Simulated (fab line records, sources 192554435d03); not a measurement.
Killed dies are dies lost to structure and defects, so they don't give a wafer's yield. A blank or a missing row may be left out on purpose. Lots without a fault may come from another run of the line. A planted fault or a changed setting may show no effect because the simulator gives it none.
Which tool did it? | flow n5_finfet | 24 lots, 72 wafers sampled, at 4 steps of a route of 1938

WHAT THE GAUGES READ, wafer by wafer
N5_BEOL_M14_THK_MEAS_50: measures by xrf.
lot  | measured     | on            | M14_THK (nm)
L074 | day 11 23:23 | film_metro-02 | 557 575 592
L076 | day 12 20:02 | film_metro-01 | 565 583 563
L075 | day 12 22:40 | film_metro-01 | 568 563 572
L077 | day 13 00:34 | film_metro-01 | 581 567 586
L080 | day 13 02:13 | film_metro-01 | 569 589 563
L078 | day 13 02:56 | film_metro-02 | 579 551 559
L079 | day 13 03:44 | film_metro-01 | 564 588 565
L081 | day 14 07:43 | film_metro-02 | 600 565 592
L084 | day 14 09:17 | film_metro-02 | 586 603 588
L082 | day 14 12:16 | film_metro-02 | 586 567 592
L083 | day 14 14:04 | film_metro-02 | 589 596 599
L086 | day 15 13:46 | film_metro-02 | 569 587 567
L087 | day 15 13:47 | film_metro-01 | 591 598 596
L088 | day 15 14:05 | film_metro-01 | 592 582 564
L090 | day 16 02:22 | film_metro-01 | 566 584 593
L085 | day 16 02:38 | film_metro-02 | 559 581 560
L089 | day 16 02:55 | film_metro-02 | 559 558 570
L092 | day 16 05:33 | film_metro-02 | 553 577 549
L091 | day 16 21:30 | film_metro-02 | 562 590 549
L094 | day 17 03:48 | film_metro-02 | 564 566 591
L095 | day 17 06:55 | film_metro-02 | 582 575 574
L093 | day 17 07:37 | film_metro-02 | 588 597 556
L096 | day 17 15:50 | film_metro-01 | 564 563 574
L097 | day 18 09:16 | film_metro-01 | 556 560 563

N5_BEOL_M15_CD_MEAS_10: target cd 360 nm.
lot  | measured     | on        | cd_nm (nm)
L074 | day 12 00:14 | cd_sem-01 | 357.0 357.1 356.3
L076 | day 12 20:47 | cd_sem-02 | 357.1 357.4 359.0
L075 | day 12 23:32 | cd_sem-03 | 359.7 357.5 357.2
L077 | day 13 01:18 | cd_sem-01 | 358.9 356.2 357.3
L080 | day 13 03:05 | cd_sem-02 | 360.7 357.8 361.5
L078 | day 13 03:48 | cd_sem-02 | 359.9 361.4 357.9
L079 | day 13 04:29 | cd_sem-01 | 357.3 357.7 359.0
L081 | day 14 08:35 | cd_sem-01 | 357.5 358.9 360.7
L084 | day 14 10:02 | cd_sem-03 | 360.7 359.0 360.2
L082 | day 14 13:01 | cd_sem-01 | 359.9 358.5 358.1
L083 | day 14 14:56 | cd_sem-03 | 358.5 357.1 356.3
L086 | day 15 14:38 | cd_sem-03 | 357.2 357.3 358.2
L087 | day 15 14:48 | cd_sem-01 | 358.4 357.0 359.3
L088 | day 15 14:50 | cd_sem-03 | 359.0 358.1 357.3
L090 | day 16 03:14 | cd_sem-02 | 356.7 355.9 357.0
L085 | day 16 03:25 | cd_sem-03 | 357.1 357.8 360.8
L089 | day 16 03:41 | cd_sem-02 | 357.3 355.8 359.0
L092 | day 16 06:18 | cd_sem-03 | 358.9 359.2 359.4
L091 | day 16 22:15 | cd_sem-01 | 357.7 359.4 362.0
L094 | day 17 04:40 | cd_sem-01 | 356.5 356.9 359.7
L095 | day 17 07:40 | cd_sem-02 | 358.7 358.7 357.5
L093 | day 17 08:29 | cd_sem-03 | 356.1 356.1 358.3
L096 | day 17 16:42 | cd_sem-01 | 357.1 357.8 358.6
L097 | day 18 10:02 | cd_sem-01 | 360.6 357.0 358.3

WHICH TOOL RAN EACH LOT (tool, then ch and the chambers of the sampled wafers, then the start)
lot  | N5_BEOL_M14_SPUTTER_43       | N5_BEOL_M15_ILD_DEP_00
L074 | pvd_sputter-03, day 11 22:19 | pecvd-01 ch 1,2, day 11 23:35
L076 | pvd_sputter-02, day 12 16:43 | pecvd-04 ch 0,1,2, day 12 20:13
L075 | pvd_sputter-03, day 12 21:02 | pecvd-04 ch 1,2, day 12 22:52
L077 | pvd_sputter-02, day 12 22:06 | pecvd-04 ch 1,2, day 13 00:45
L080 | pvd_sputter-02, day 12 23:10 | pecvd-03 ch 0,1,2, day 13 02:24
L078 | pvd_sputter-02, day 12 23:49 | pecvd-01 ch 1,2, day 13 03:07
L079 | pvd_sputter-02, day 13 00:31 | pecvd-01 ch 0,1,2, day 13 03:56
L081 | pvd_sputter-03, day 14 04:14 | pecvd-04 ch 0,1, day 14 07:55
L084 | pvd_sputter-03, day 14 05:25 | pecvd-04 ch 1,2, day 14 09:28
L082 | pvd_sputter-02, day 14 08:48 | pecvd-01 ch 1,2, day 14 12:28
L083 | pvd_sputter-02, day 14 09:36 | pecvd-01 ch 0,2, day 14 14:16
L086 | pvd_sputter-02, day 15 12:41 | pecvd-01 ch 0,1, day 15 13:58
L087 | pvd_sputter-01, day 15 12:43 | pecvd-04 ch 1,2, day 15 13:58
L088 | pvd_sputter-03, day 15 13:02 | pecvd-01 ch 0,1, day 15 14:17
L090 | pvd_sputter-01, day 16 01:02 | pecvd-03 ch 0,1,2, day 16 02:34
L085 | pvd_sputter-03, day 16 01:07 | pecvd-01 ch 0,1,2, day 16 02:52
L089 | pvd_sputter-03, day 16 01:31 | pecvd-04 ch 0,2, day 16 03:08
L092 | pvd_sputter-03, day 16 03:19 | pecvd-01 ch 0,2, day 16 05:44
L091 | pvd_sputter-02, day 16 17:15 | pecvd-04 ch 0,1,2, day 16 21:42
L094 | pvd_sputter-01, day 17 02:27 | pecvd-03 ch 0,1, day 17 03:59
L095 | pvd_sputter-01, day 17 05:51 | pecvd-01 ch 0,1,2, day 17 07:13
L093 | pvd_sputter-02, day 17 06:33 | pecvd-01 ch 0,1, day 17 07:49
L096 | pvd_sputter-02, day 17 14:46 | pecvd-03 ch 0,1,2, day 17 16:01
L097 | pvd_sputter-03, day 18 08:13 | pecvd-01 ch 0,2, day 18 09:29
- N5_BEOL_M14_SPUTTER_43: material TaN, target thk 15 nm, time 24.19 s.
- N5_BEOL_M15_ILD_DEP_00: deposits SiO2 from TEOS/O2, target thk 1629.3 nm, time 346.1 s.

WHAT THE TOOLS THEMSELVES READ (means of the sampled wafers that have a number; where no wafer has one, the mark that the record gives instead)
N5_BEOL_M14_SPUTTER_43.
lot  | tool           | bias_v (V) | substrate_temp_c (C) | throttle_valve_pct (%)
L074 | pvd_sputter-03 | 168.7      | 50.04                | 30.9
L076 | pvd_sputter-02 | 167.5      | 49.92                | 29.1
L075 | pvd_sputter-03 | 167.8      | 49.97                | 30.4
L077 | pvd_sputter-02 | 167.9      | 50.19                | 30.0
L080 | pvd_sputter-02 | 169.2      | 50.02                | 29.3
L078 | pvd_sputter-02 | 167.8      | 50.03                | 30.0
L079 | pvd_sputter-02 | 168.0      | 49.92                | 30.5
L081 | pvd_sputter-03 | 169.2      | 49.91                | 30.5
L084 | pvd_sputter-03 | 168.4      | 50.11                | 30.9
L082 | pvd_sputter-02 | 167.0      | 50.07                | 30.1
L083 | pvd_sputter-02 | 168.9      | 49.94                | 30.0
L086 | pvd_sputter-02 | 169.9      | 49.97                | 29.4
L087 | pvd_sputter-01 | 167.9      | 49.92                | 29.0
L088 | pvd_sputter-03 | 168.3      | 50.11                | 30.6
L090 | pvd_sputter-01 | 170.0      | 49.91                | 29.6
L085 | pvd_sputter-03 | 168.1      | 50.01                | 31.1
L089 | pvd_sputter-03 | 168.0      | 50.07                | 30.5
L092 | pvd_sputter-03 | 168.8      | 49.82                | 30.8
L091 | pvd_sputter-02 | 170.3      | 50.00                | 29.9
L094 | pvd_sputter-01 | 167.8      | 49.97                | 29.8
L095 | pvd_sputter-01 | 166.4      | 49.97                | 29.2
L093 | pvd_sputter-02 | 168.1      | 50.05                | 29.6
L096 | pvd_sputter-02 | 169.6      | 50.07                | 29.7
L097 | pvd_sputter-03 | 170.1      | 49.92                | 30.2

N5_BEOL_M15_ILD_DEP_00.
lot  | tool     | heater_power_w (W) | showerhead_plenum_p_Torr (Torr) | throttle_valve_pct (%)
L074 | pecvd-01 | 404                | 8.341                           | 20.1
L076 | pecvd-04 | 505                | 8.334                           | 17.9
L075 | pecvd-04 | 497                | 8.306                           | 17.4
L077 | pecvd-04 | 482                | 8.311                           | 17.3
L080 | pecvd-03 | 521                | 8.355                           | 18.4
L078 | pecvd-01 | 483                | 8.330                           | 19.0
L079 | pecvd-01 | 497                | 8.332                           | 19.2
L081 | pecvd-04 | 560                | 8.360                           | 18.7
L084 | pecvd-04 | 464                | 8.315                           | 17.7
L082 | pecvd-01 | 454                | 8.337                           | 19.9
L083 | pecvd-01 | 475                | 8.339                           | 18.5
L086 | pecvd-01 | 463                | 8.346                           | 19.5
L087 | pecvd-04 | 450                | 8.305                           | 17.4
L088 | pecvd-01 | 497                | 8.347                           | 19.4
L090 | pecvd-03 | 588                | 8.368                           | 18.5
L085 | pecvd-01 | 485                | 8.333                           | 19.3
L089 | pecvd-04 | 563                | 8.346                           | 18.1
L092 | pecvd-01 | 451                | 8.329                           | 18.4
L091 | pecvd-04 | 493                | 8.336                           | 17.7
L094 | pecvd-03 | 569                | 8.363                           | 19.4
L095 | pecvd-01 | 470                | 8.339                           | 19.3
L093 | pecvd-01 | 458                | 8.348                           | 20.2
L096 | pecvd-03 | 551                | 8.359                           | 18.5
L097 | pecvd-01 | 474                | 8.330                           | 18.4

THE ANSWER, worked out from the rows above alone
Rule: what is usual is taken from the lots themselves. Put in order of their means at a reading, lots are off if they are a third of the lots or fewer, leave a main group of 4 or more, and stand apart from it by a gap of 3 or more times the standard deviation of the main group's means; of several such gaps the widest counts. A main group whose means are all the same, to the digits that the tables above print for the reading, isn't used. A lot without any number at a reading at which 4 lots or more have one is off too. The other lots that the step has rows for count as sound. The gauges are gone through in route order, then the tools' own readings, and for those a lot's mean is taken as printed above. The first step at which some lot is off is used, and at that step the reading that is off furthest; a lot without a number counts as furthest.
No lot is off at any reading shown: from this, nothing can be told.

WHAT THE SIMULATOR HAD PUT IN
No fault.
